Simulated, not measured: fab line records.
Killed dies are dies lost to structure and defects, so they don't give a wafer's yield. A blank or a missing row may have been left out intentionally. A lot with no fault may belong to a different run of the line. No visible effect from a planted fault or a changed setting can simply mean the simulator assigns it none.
Chamber matching	flow n5 finfet	N5_BEOL_M3_CO_CAP_55 on cvd co-02: 3 sister chambers
The step material Co, precursor CCTBA/H2, target thk 2 nm, time 102.1 s. 3 wafers are shown with their chamber, then 12 later ones without.

## WAFERS PAIRED WITH THEIR CHAMBERS
wafer	chamber	heater power w (W)
L088.6	2	250
L092.4	0	243
L092.5	1	245

## WAFERS MISSING THEIR CHAMBER
wafer	heater power w (W)
L089.3	248
L089.4	254
L089.6	255
L093.1	252
L093.4	250
L093.5	240
L096.4	252
L096.5	249
L096.6	256
L095.1	238
L095.3	257
L095.4	237

## THE CHAMBER EACH PASSED THROUGH
wafer	from the rows above	in truth
L089.3	can't be placed: 2 or 1 or 0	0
L089.4	can't be placed: 2 or 1 or 0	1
L089.6	can't be placed: 2 or 1 or 0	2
L093.1	can't be placed: 2 or 1 or 0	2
L093.4	can't be placed: 2 or 1 or 0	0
L093.5	can't be placed: 0 or 1 or 2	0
L096.4	can't be placed: 2 or 1 or 0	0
L096.5	can't be placed: 2 or 1 or 0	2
L096.6	can't be placed: 2 or 1 or 0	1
L095.1	can't be placed: 0 or 1 or 2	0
L095.3	can't be placed: 2 or 1 or 0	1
L095.4	can't be placed: 0 or 1 or 2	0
Correctly placed: 0 of 12. Unplaceable from these rows: 12, with the true chamber sitting among the candidates in 12. Wrongly placed: 0.
How it was worked out, from the rows above alone: a wafer's distance from a chamber is the root of the sum, over the readings, of the square of ((its reading less the chamber's mean) divided by the reading's scatter). The wafer belongs to the nearest chamber; if the next one is less than 2 further off, it can't be placed. Each chamber's mean is taken over the wafers shown for it. The scatter: with one shown wafer a chamber, the root of the mean of the squares of how far each hidden wafer lies from its nearest shown one.
